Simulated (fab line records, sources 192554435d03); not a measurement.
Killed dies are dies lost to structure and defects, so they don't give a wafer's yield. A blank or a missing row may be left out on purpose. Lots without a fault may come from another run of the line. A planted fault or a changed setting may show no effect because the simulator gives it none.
Split-lot experiment | flow n5_finfet | 7 lots, 39 wafers read, on a route of 1938 steps

THE SPLIT
At N5_DUMMY_GATE_EXPOSE_12 (exposes mask GATE, target cd 25 nm), the setting dose_mj was moved away from the recipe's 34 on 15 of the 39 wafers read, by -6.3% to +6.4%. The other wafers ran this setting at the recipe's value.

FROM THE SPLIT TO THE READING: what the file shows between them, 2 steps
- N5_DUMMY_GATE_PEB_13: peb time 60 s
- N5_DUMMY_GATE_DEVELOP_14: develop time 30 s

THE READING
cd_nm, in nm, at N5_DUMMY_GATE_CD_MEAS_15 (target cd 25.8 nm). Fault-free wafers of this fab line usually give 24.99 nm, standard deviation 0.26 nm.

wafer  | tool, chamber at the split | dose_mj as run | against the recipe | cd_nm, nm | against lot-mates on the recipe
L085.1 | euv_scanner-01, 0          | 34             | recipe             | 25.01     | -
L085.2 | euv_scanner-01, 0          | 34             | recipe             | 24.71     | -
L085.3 | euv_scanner-01, 0          | 33.17          | -2.4%              | 25.42     | +0.44
L085.4 | euv_scanner-01, 0          | 33.17          | -2.4%              | 25.54     | +0.56
L085.5 | euv_scanner-01, 0          | 34             | recipe             | 25.21     | -
L085.6 | euv_scanner-01, 0          | 33.17          | -2.4%              | 25.44     | +0.46
L086.1 | euv_scanner-02, 0          | 32.53          | -4.3%              | 25.61     | +0.61
L086.2 | euv_scanner-02, 0          | 34             | recipe             | 24.93     | -
L086.3 | euv_scanner-02, 0          | 34             | recipe             | 25.16     | -
L086.4 | euv_scanner-02, 0          | 32.53          | -4.3%              | 25.31     | +0.31
L086.5 | euv_scanner-02, 0          | 34             | recipe             | 24.92     | -
L086.6 | euv_scanner-02, 0          | 32.53          | -4.3%              | 25.89     | +0.89
L089.1 | euv_scanner-02, 0          | 34             | recipe             | 24.95     | -
L089.2 | euv_scanner-02, 0          | 34             | recipe             | 24.86     | -
L089.3 | euv_scanner-02, 0          | 34             | recipe             | 25.27     | -
L089.4 | euv_scanner-02, 0          | 34             | recipe             | 24.79     | -
L089.5 | euv_scanner-02, 0          | 34             | recipe             | 24.94     | -
L089.6 | euv_scanner-02, 0          | 34             | recipe             | 25.63     | -
L093.1 | euv_scanner-01, 0          | 36.17          | +6.4%              | 24.43     | -0.81
L093.2 | euv_scanner-01, 0          | 34             | recipe             | 25.44     | -
L093.3 | euv_scanner-01, 0          | 36.17          | +6.4%              | 23.85     | -1.39
L093.4 | euv_scanner-01, 0          | 36.17          | +6.4%              | 23.96     | -1.28
L093.5 | euv_scanner-01, 0          | 34             | recipe             | 25.29     | -
L093.6 | euv_scanner-01, 0          | 34             | recipe             | 24.99     | -
L094.1 | euv_scanner-01, 0          | 34             | recipe             | 25.41     | -
L094.3 | euv_scanner-01, 0          | 34             | recipe             | 25.27     | -
L094.4 | euv_scanner-01, 0          | 34             | recipe             | 25.17     | -
L095.1 | euv_scanner-02, 0          | 34             | recipe             | 24.32     | -
L095.2 | euv_scanner-02, 0          | 34             | recipe             | 25.28     | -
L095.3 | euv_scanner-02, 0          | 31.85          | -6.3%              | 26.19     | +1.48
L095.4 | euv_scanner-02, 0          | 31.85          | -6.3%              | 26.27     | +1.56
L095.5 | euv_scanner-02, 0          | 34             | recipe             | 24.53     | -
L095.6 | euv_scanner-02, 0          | 31.85          | -6.3%              | 25.76     | +1.05
L096.1 | euv_scanner-01, 0          | 32.94          | -3.1%              | 25.48     | +0.30
L096.2 | euv_scanner-01, 0          | 32.94          | -3.1%              | 25.77     | +0.59
L096.3 | euv_scanner-01, 0          | 34             | recipe             | 25.15     | -
L096.4 | euv_scanner-01, 0          | 34             | recipe             | 25.41     | -
L096.5 | euv_scanner-01, 0          | 34             | recipe             | 24.99     | -
L096.6 | euv_scanner-01, 0          | 32.94          | -3.1%              | 25.66     | +0.48

THE FIT
A straight line over all 39 wafers: cd_nm changes by -0.154 nm for each +1% of dose_mj; r = -0.86; the points scatter about the line by 0.27 nm.
The same after taking each lot's own level away (the mean of its wafers on the recipe; 39 wafers): -0.185 nm for each +1%; r = -0.91; scatter 0.25 nm.
On that fit, the largest move of dose_mj shifts the reading by 1.2 nm.
The lots' own levels span 24.710 to 25.283 nm, that is 2.2 times the standard deviation above.
So the lot-to-lot level changes the slope: the two fits differ.
Check: with one of the wafers moved furthest among these (+6.4%) left out of the fit, the line predicts -1.27 nm for it against its lot-mates. It came out at -0.81 nm against them.

THE FILE'S OWN FIT
cd_nm changes by -0.185 nm for each +1% of dose_mj, r = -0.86.
